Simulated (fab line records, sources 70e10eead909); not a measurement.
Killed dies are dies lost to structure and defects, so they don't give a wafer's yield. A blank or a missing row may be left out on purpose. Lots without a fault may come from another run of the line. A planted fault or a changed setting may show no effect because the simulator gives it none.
A struck lot beside a sound one | flow nand_harc | 15 steps out of a route of 1302
Sound: wafers L728.1, L728.2, L728.5. Struck: wafer L738.6. (L738.3 of the same lot was not struck and is left out.) The cause comes at the end.
At each step with rows: each side's tool, then ch and its chambers, then its first start. Under that, the readings that differ: sound wafers | struck wafers | difference of the means | sigmas: that difference in standard deviations of wafers without a fault.
alike: readings whose means differ by less than 2 such deviations, and words and numbers that are the same on both sides. not compared: withheld readings, readings that some wafer has no value for, bounds like >300 that may hide the same value, and numbers for which the record gives no deviation and whose values overlap.
The two part at a step that has a row with sigmas, a row that says differs or no value, or rows on one side only. Numbers that don't overlap but have no deviation are shown without sigmas and don't part them. A reading that every wafer of one side lacks parts them only if that side has two wafers or more.

first, 1 step without rows for these wafers: NHARC_A_ONON_D1_DEP_12 (target thk 1000 nm).
NHARC_A_ONON_D1_THK_MEAS_14: measures by ellipsometry.
  sound on film_metro-02, day 9 19:54; struck on film_metro-01, day 14 02:58
  reading     | sound          | struck | difference | sigmas
  thk_nm (nm) | 1019 1020 1016 | 999    | -19        | -2
then, 2 steps without rows for these wafers: NHARC_A_ONON_D1_ANNEAL_15 (time 3600 s); NHARC_A_ONON_D1_DEP_16 (target thk 1000 nm).
NHARC_A_ONON_D1_THK_MEAS_18: measures by ellipsometry.
  sound on film_metro-02, day 10 03:43; struck on film_metro-02, day 14 13:01
  alike: thk_nm
then, 1 step without rows for these wafers: NHARC_A_ONON_D1_DEP_19 (target thk 1000 nm).
NHARC_A_ONON_D1_THK_MEAS_21: measures by ellipsometry.
  sound on film_metro-01, day 10 04:16; struck on film_metro-02, day 14 13:35
  alike: thk_nm
then, 1 step without rows for these wafers: NHARC_A_ONON_D1_DEP_22 (target thk 1000 nm).
NHARC_A_ONON_D1_THK_MEAS_24: measures by ellipsometry.
  sound on film_metro-02, day 10 04:50; struck on film_metro-02, day 14 14:08
  alike: thk_nm
then, 1 step without rows for these wafers: NHARC_A_ONON_D1_DEP_25 (target thk 1000 nm).
NHARC_A_ONON_D1_THK_MEAS_27: measures by ellipsometry.
  sound on film_metro-02, day 10 05:25; struck on film_metro-02, day 14 14:43
  reading     | sound          | struck | difference | sigmas
  thk_nm (nm) | 1019 1021 1020 | 979    | -41        | -3
NHARC_A_ONON_D1_DEP_28: target thk 1000 nm.
  sound on pecvd_onon-03 ch 0, day 10 05:28; struck on pecvd_onon-03 ch 0, day 14 14:53
NHARC_A_ONON_D1_THK_MEAS_30: measures by ellipsometry.
  sound on film_metro-01, day 10 05:59; struck on film_metro-01, day 14 15:17
  reading     | sound          | struck | difference | sigmas
  thk_nm (nm) | 1003 1003 1003 | 1607   | +604       | +68
NHARC_A_ONON_D1_DEP_33: deposits SiO2, target thk 200 nm.
  sound on pecvd-01 ch 0,2, day 10 06:02; struck on pecvd-04 ch 0, day 14 15:21
  reading                | sound          | struck | difference | sigmas
  throttle_valve_pct (%) | 15.2 16.3 15.3 | 16.7   | +1.1       | +2
  alike: heater_power_w
-- the record jumps here: 16 days lie between the struck wafers' starts before and after (it left off in module A_ONON_D1 and takes up again in module END, whose first step shown is number 1302 of the route) --
NHARC_END_SORT_01:
  the record has rows for the struck wafers here (prober-01 ch 0, day 31 00:34) and none for the sound ones

WHERE THEY PART
First at NHARC_A_ONON_D1_THK_MEAS_14; last, within this record, at NHARC_END_SORT_01.

WHY: what the simulator had put in
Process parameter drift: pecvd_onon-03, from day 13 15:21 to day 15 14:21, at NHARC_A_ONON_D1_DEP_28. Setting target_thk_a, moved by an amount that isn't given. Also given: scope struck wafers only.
